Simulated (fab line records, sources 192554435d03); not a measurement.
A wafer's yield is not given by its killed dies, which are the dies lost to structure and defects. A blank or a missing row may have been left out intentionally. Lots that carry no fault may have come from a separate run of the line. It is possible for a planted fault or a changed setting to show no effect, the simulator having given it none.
Matching of chambers	flow n5-finfet	rie-diel-03 running N5_BEOL_M3_DESCUM_33: 4 sister chambers
The step chemistry O2, time 7 s. 8 wafers are shown with their chamber, then 12 later ones without.

== EACH WAFER AND ITS CHAMBER ==
wafer	chamber	showerhead-plenum-p-Torr (Torr)	drypump-motor-current-A (A)
L081.4	1	2.08	5.9
L083.4	3	1.99	5.7
L082.5	3	1.99	5.7
L085.3	0	2.06	6.4
L085.5	2	1.98	6.1
L087.3	1	2.07	6.0
L087.4	2	1.98	6.1
L087.6	0	2.06	6.4

== WAFERS WITHOUT THEIR CHAMBER ==
wafer	showerhead-plenum-p-Torr (Torr)	drypump-motor-current-A (A)
L090.1	1.99	5.7
L090.2	1.98	6.1
L090.4	2.06	6.4
L091.4	1.98	6.1
L091.5	2.07	6.0
L091.6	1.98	6.1
L095.4	2.07	6.0
L095.5	2.07	5.9
L095.6	2.06	6.4
L096.3	2.06	6.4
L096.5	1.98	5.7
L096.6	2.06	6.4

== WHICH CHAMBER EACH WENT THROUGH ==
wafer	from the rows above	in truth
L090.1	3	3
L090.2	2	2
L090.4	0	0
L091.4	2	2
L091.5	1	1
L091.6	2	2
L095.4	1	1
L095.5	1	1
L095.6	0	0
L096.3	0	0
L096.5	3	3
L096.6	0	0
Placed correctly: 12 of 12. From these rows, 0 cannot be placed. Number placed wrongly: 0.
How it was worked out, from the rows above alone: a wafer's distance from a chamber is the root of the sum, over the readings, of the square of ((its reading less the chamber's mean) divided by the reading's scatter). The wafer belongs to the nearest chamber; if the next one is less than 2 further off, it can't be placed. Each chamber's mean is taken over the wafers shown for it. The scatter: the root of (the sum of the squares of (reading less its chamber's mean) over the shown wafers, divided by (wafers less chambers)).
